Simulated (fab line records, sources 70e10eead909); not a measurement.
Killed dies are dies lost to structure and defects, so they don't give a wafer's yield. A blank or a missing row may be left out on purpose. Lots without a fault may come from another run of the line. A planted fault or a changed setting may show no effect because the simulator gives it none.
A struck lot beside a sound one | flow nand_harc | 15 steps out of a route of 1302
Sound: wafers L590.3, L590.4, L590.5. Struck: wafers L600.1, L600.2, L600.5. The cause comes at the end.
At each step with rows: each side's tool, then ch and its chambers, then its first start. Under that, the readings that differ: sound wafers | struck wafers | difference of the means | sigmas: that difference in standard deviations of wafers without a fault.
alike: readings whose means differ by less than 2 such deviations, and words and numbers that are the same on both sides. not compared: withheld readings, readings that some wafer has no value for, bounds like >300 that may hide the same value, and numbers for which the record gives no deviation and whose values overlap.
The two part at a step that has a row with sigmas, a row that says differs or no value, or rows on one side only. Numbers that don't overlap but have no deviation are shown without sigmas and don't part them. A reading that every wafer of one side lacks parts them only if that side has two wafers or more.

first, 8 steps without rows for these wafers: NHARC_A_BONDPAD_HMDS_02 (time 30 s); NHARC_A_BONDPAD_COAT_33 (time 65 s); NHARC_A_BONDPAD_COAT_03 (resist thk 600 nm); NHARC_A_BONDPAD_SOFTBAKE_04 (time 70 s); NHARC_A_BONDPAD_EBR_05; NHARC_A_BONDPAD_EXPOSE_06 (exposes mask A BPAD); NHARC_A_BONDPAD_PEB_07 (peb time 80 s); NHARC_A_BONDPAD_DEVELOP_08 (time 50 s).
NHARC_A_BONDPAD_CD_MEAS_09: target cd 500 nm.
  sound on cd_sem-03 ch 0, day 28 01:41; struck on cd_sem-03 ch 0, day 32 03:40
  alike: cd_nm
NHARC_A_BONDPAD_OVL_MEAS_35:
  sound on overlay-01, day 28 01:46; struck on overlay-02, day 32 03:45
  reading           | sound    | struck      | difference | sigmas
  overlay_x_nm (nm) | 12 11 12 | -13 -13 -12 | -24        | -4
  alike: overlay_y_nm
then, 1 step without rows for these wafers: NHARC_A_BONDPAD_HARDBAKE_10 (time 65 s).
NHARC_A_BONDPAD_DESCUM_11: chemistry O2, time 3 s.
  sound on rie_diel-02 ch 0,1,2, day 28 01:54; struck on rie_diel-06 ch 0,3, day 32 03:52
  alike: drypump_motor_current_A, oes_product_au, rf_vpp_V, showerhead_plenum_p_Torr, throttle_valve_pct
  not compared: rf_hours_counter_h
NHARC_A_BONDPAD_ETCH_34: etches the open film in N2/H2, target depth 60 nm, overetch 18 nm, time 65.91 s.
  sound on rie_diel-02 ch 0,3, day 28 01:59; struck on rie_diel-06 ch 0,1,3, day 32 03:58
  reading          | sound          | struck         | difference | sigmas
  run_length_s (s) | 86.9 86.7 86.7 | 68.7 68.1 69.0 | -18.2      | -47
  alike: drypump_motor_current_A, oes_product_au, rf_vpp_V, showerhead_plenum_p_Torr, throttle_valve_pct
  not compared: rf_hours_counter_h
NHARC_A_BONDPAD_ETCH_12: etches the open film in CHF3/O2, target depth 220 nm, time 110 s.
  sound on rie_diel-02 ch 0,1,3; struck on rie_diel-06 ch 0,2
  alike: drypump_motor_current_A, oes_product_au, rf_vpp_V, run_length_s, showerhead_plenum_p_Torr, throttle_valve_pct
  not compared: rf_hours_counter_h
NHARC_END_SORT_01:
  the record has rows for the struck wafers here (prober-02 ch 0, day 33 11:29) and none for the sound ones

WHERE THEY PART
First at NHARC_A_BONDPAD_OVL_MEAS_35; last, within this record, at NHARC_END_SORT_01.

WHY: what the simulator had put in
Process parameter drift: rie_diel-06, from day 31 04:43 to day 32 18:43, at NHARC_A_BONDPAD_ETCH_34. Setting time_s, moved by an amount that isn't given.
